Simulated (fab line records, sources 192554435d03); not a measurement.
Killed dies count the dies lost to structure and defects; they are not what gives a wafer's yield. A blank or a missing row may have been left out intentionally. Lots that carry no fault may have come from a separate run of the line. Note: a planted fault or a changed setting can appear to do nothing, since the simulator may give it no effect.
The tool behind it: which one?	flow n5Finfet	36 wafers from 12 lots sampled at 2 of the route's 1938 steps

== WHAT THE GAUGES SHOWED, per wafer ==
N5_SDB_CD_MEAS_11: the cd target is 50 nm.
lot	measured	on	cdNm (nm)
L075	day 4 04:51	cdSem-01	50.5 47.9 48.4
L077	day 4 18:32	cdSem-01	48.8 51.8 49.4
L079	day 5 01:17	cdSem-02	50.6 49.4 51.0
L081	day 5 10:10	cdSem-01	48.4 45.9 48.5
L083	day 6 01:00	cdSem-01	48.5 48.8 50.9
L085	day 6 18:43	cdSem-01	49.3 51.2 50.9
L087	day 7 01:25	cdSem-01	48.7 49.3 48.2
L089	day 7 12:42	cdSem-02	51.0 48.5 50.3
L091	day 7 22:01	cdSem-01	52.4 53.7 52.4
L093	day 8 12:33	cdSem-02	52.2 49.2 48.0
L095	day 9 01:47	cdSem-01	49.3 46.8 48.8
L097	day 9 12:33	cdSem-01	48.9 49.8 49.8

== EACH LOT AND THE TOOL THAT RAN IT (in order: tool; ch and the chambers of the sampled wafers; start) ==
lot	N5_SD_ACTIVATION_LSA_01
L075	laserAnneal-01 ch 0, day 3 21:35
L077	laserAnneal-01 ch 0, day 4 11:01
L079	laserAnneal-01 ch 0, day 4 17:43
L081	laserAnneal-01 ch 0, day 5 02:52
L083	laserAnneal-01 ch 0, day 5 17:37
L085	laserAnneal-02 ch 0, day 6 10:17
L087	laserAnneal-02 ch 0, day 6 17:58
L089	laserAnneal-02 ch 0, day 7 05:21
L091	laserAnneal-02 ch 0, day 7 14:43
L093	laserAnneal-02 ch 0, day 8 05:14
L095	laserAnneal-01 ch 0, day 8 17:21
L097	laserAnneal-02 ch 0, day 9 03:43
- N5_SD_ACTIVATION_LSA_01: time 0.0008 s.

== THE ANSWER, worked out from the rows above alone ==
Rule: the lots themselves supply what counts as usual. Put in order of their means at a reading, lots are off if they are a third of the lots or fewer, leave a main group of 4 or more, and stand apart from it by a gap of 3 or more times the standard deviation of the main group's means; of several such gaps the widest counts. If all means in a main group match to the digits the tables above print for the reading, that group is not used. A lot without any number at a reading at which 4 lots or more have one is off too. All remaining lots with rows at the step are treated as sound.
None of the lots is off at any reading shown; this tells nothing.

== WHAT WAS PUT IN BY THE SIMULATOR ==
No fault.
